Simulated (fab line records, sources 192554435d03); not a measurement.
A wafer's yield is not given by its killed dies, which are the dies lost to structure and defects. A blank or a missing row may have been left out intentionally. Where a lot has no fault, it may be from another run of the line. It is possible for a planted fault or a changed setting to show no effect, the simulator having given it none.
Matching of chambers -- flow n5Finfet -- N5_GATE_CUT_CMP_02 on cmp-04 has 4 sister chambers
The step polishes, stops on SiO2, t overpolish 12.7 s, target thk 0 nm. 4 wafers are shown with their chamber, then 12 later ones without.

== EACH WAFER AND ITS CHAMBER ==
wafer,chamber,motorCurrentA (A)
L080.5,0,8.3
L084.1,1,8.9
L084.3,3,8.2
L084.6,2,9.0

== WAFERS WITHOUT THEIR CHAMBER ==
wafer,motorCurrentA (A)
L088.2,7.9
L088.4,9.2
L088.6,9.0
L091.1,9.1
L091.4,8.0
L091.6,9.3
L092.3,8.7
L092.4,9.0
L092.6,9.4
L097.1,8.1
L097.2,9.1
L097.4,8.8

== WHICH CHAMBER EACH WENT THROUGH ==
wafer,from the rows above,in truth
L088.2,can't be placed: 3 or 0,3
L088.4,can't be placed: 2 or 1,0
L088.6,can't be placed: 2 or 1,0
L091.1,can't be placed: 2 or 1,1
L091.4,can't be placed: 3 or 0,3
L091.6,can't be placed: 2 or 1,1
L092.3,can't be placed: 1 or 2 or 0 or 3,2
L092.4,can't be placed: 2 or 1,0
L092.6,can't be placed: 2 or 1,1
L097.1,can't be placed: 3 or 0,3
L097.2,can't be placed: 2 or 1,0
L097.4,can't be placed: 1 or 2 or 0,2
Placed correctly: 0 of 12. From these rows, 12 cannot be placed; in 8 the true chamber is one of the candidates. Placed wrongly: 0.
How it was worked out, from the rows above alone: a wafer's distance from a chamber is the root of the sum, over the readings, of the square of ((its reading less the chamber's mean) divided by the reading's scatter). The wafer belongs to the nearest chamber; if the next one is less than 2 further off, it can't be placed. The mean given for a chamber averages the wafers shown for that chamber. The scatter: root of mean squared gap, hidden wafer to nearest shown wafer, with one shown wafer a chamber.
